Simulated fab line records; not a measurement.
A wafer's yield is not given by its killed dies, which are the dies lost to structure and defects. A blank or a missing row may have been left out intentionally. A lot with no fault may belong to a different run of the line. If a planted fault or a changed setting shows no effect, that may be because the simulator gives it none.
A lot that was struck, set against a sound lot | flow n5-finfet | 14 steps out of a route of 1938
Sound: these wafers, L698.1, L698.2, L698.6. Struck: wafer L704.1. (L704.2, L704.5 of the same lot were not struck and are left out.) The cause comes at the end.
For every step that has rows: the tool of each side, followed by ch and its chambers, followed by its first start. Under that, the readings that differ: sound wafers | struck wafers | difference of the means | sigmas: that difference in standard deviations of wafers without a fault.
alike: words and numbers the same on both sides, and readings whose means are apart by under 2 such deviations; not compared: readings that were withheld, readings missing a value for some wafer, numbers with overlapping values and no deviation given by the record, and bounds like >300 which may hide the same value.
The two part at a step that has a row with sigmas, a row that says differs or no value, or rows on one side only. Numbers that have no deviation but don't overlap get no sigmas and don't part them. Lack of a reading on every wafer of one side parts them only where that side has two or more wafers.

first, 4 steps without rows for these wafers: N5_BEOL_M9_SOFTBAKE_06 (time 60 s); N5_BEOL_M9_EXPOSE_08 (exposes mask M9); N5_BEOL_M9_PEB_09 (peb time 60 s); N5_BEOL_M9_DEVELOP_10 (develop time 30 s).
N5_BEOL_M9_CD_MEAS_11: the cd target is 64.1 nm.
  sound on cd-sem-03 ch 0, day 12 06:55; struck on cd-sem-03 ch 0, day 14 02:32
  alike: cd-nm
N5_BEOL_M9_OVL_MEAS_12:
  sound on overlay-02 ch 0, day 12 06:56; struck on overlay-02 ch 0, day 14 02:34
  alike: M9_OVL
N5_BEOL_M9_INSPECT_13: inspects for defects (brightfield).
  struck on defect-inspect-02, day 14 02:36; sound on defect-inspect-01, day 12 06:58
  alike: raw-defect-count
N5_BEOL_M9_DESCUM_16: chemistry O2, time 7.9 s.
  sound on rie-diel-05 ch 0,2,3, day 12 07:07; struck on rie-diel-05 ch 1, day 14 02:38
  alike: drypump-motor-current-A, oes-product-au, rf-vpp-V, showerhead-plenum-p-Torr, throttle-valve-pct
  not compared: rf-hours-counter-h
N5_BEOL_M9_ETCH_61: etches SiARC in CF4, target depth 39 nm, time 65 s.
  sound on rie-diel-05 ch 0,2,3, day 12 07:09; struck on rie-diel-05 ch 1, day 14 02:40
  alike: bias-w, drypump-motor-current-A, etch-rf-on-time-s, oes-product-au, rf-vpp-V, showerhead-plenum-p-Torr, throttle-valve-pct
  not compared: rf-hours-counter-h
N5_BEOL_M9_ETCH_62: etches SOC in N2/H2, target depth 110 nm, overetch 22 nm, time 165 s.
  sound on rie-diel-05 ch 0,2,3, day 12 07:12; struck on rie-diel-05 ch 1, day 14 02:43
  alike: bias-w, drypump-motor-current-A, oes-product-au, rf-vpp-V, showerhead-plenum-p-Torr, throttle-valve-pct
  not compared: rf-hours-counter-h
then, 1 step without rows for these wafers: N5_BEOL_M9_STRIP_68 (strips in N2/H2).
N5_BEOL_M9_STRIP_67: strips in CF4.
  sound on rie-diel-05 ch 0,2,3, day 12 07:20; struck on rie-diel-05 ch 1, day 14 02:52
  alike: drypump-motor-current-A, oes-product-au, rf-vpp-V, showerhead-plenum-p-Torr, throttle-valve-pct
  not compared: rf-hours-counter-h
N5_BEOL_M9_HM_OPEN_17: chemistry Cl2/BCl3, target TiN, target depth 20 nm, overetch 6 nm.
  sound on rie-metal-02 ch 0,1, day 12 07:23; struck on rie-metal-03 ch 0, day 14 02:54
  reading                                  | sound          | struck | difference | sigmas
  oes-product-au (a.u.)                    | 0.56 0.64 0.57 | 0.83   | +0.24      | +2
  model.SOC_of_BEOL_M9_COAT_59.thk-nm (nm) | 92 92.2 92     | 86.8   | -5.3       |
  alike: bcl3-flow-sccm, bias-w, drypump-motor-current-A, throttle-valve-pct
  not compared: rf-hours-counter-h
N5_BEOL_M9_STRIP_19: strips in O2.
  sound on rie-diel-05 ch 2,3, day 12 07:30; struck on rie-diel-05 ch 0, day 14 03:01
  alike: drypump-motor-current-A, oes-product-au, rf-vpp-V, showerhead-plenum-p-Torr, throttle-valve-pct
  not compared: rf-hours-counter-h

## WHERE THEY PART
Only at N5_BEOL_M9_HM_OPEN_17, as far as this record shows. Later steps at which nothing parts them and some readings are alike: N5_BEOL_M9_STRIP_19.

WHY: whatever the simulator had introduced
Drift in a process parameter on rie-metal-03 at N5_BEOL_M9_HM_OPEN_17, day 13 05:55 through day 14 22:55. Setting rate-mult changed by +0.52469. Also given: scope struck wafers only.
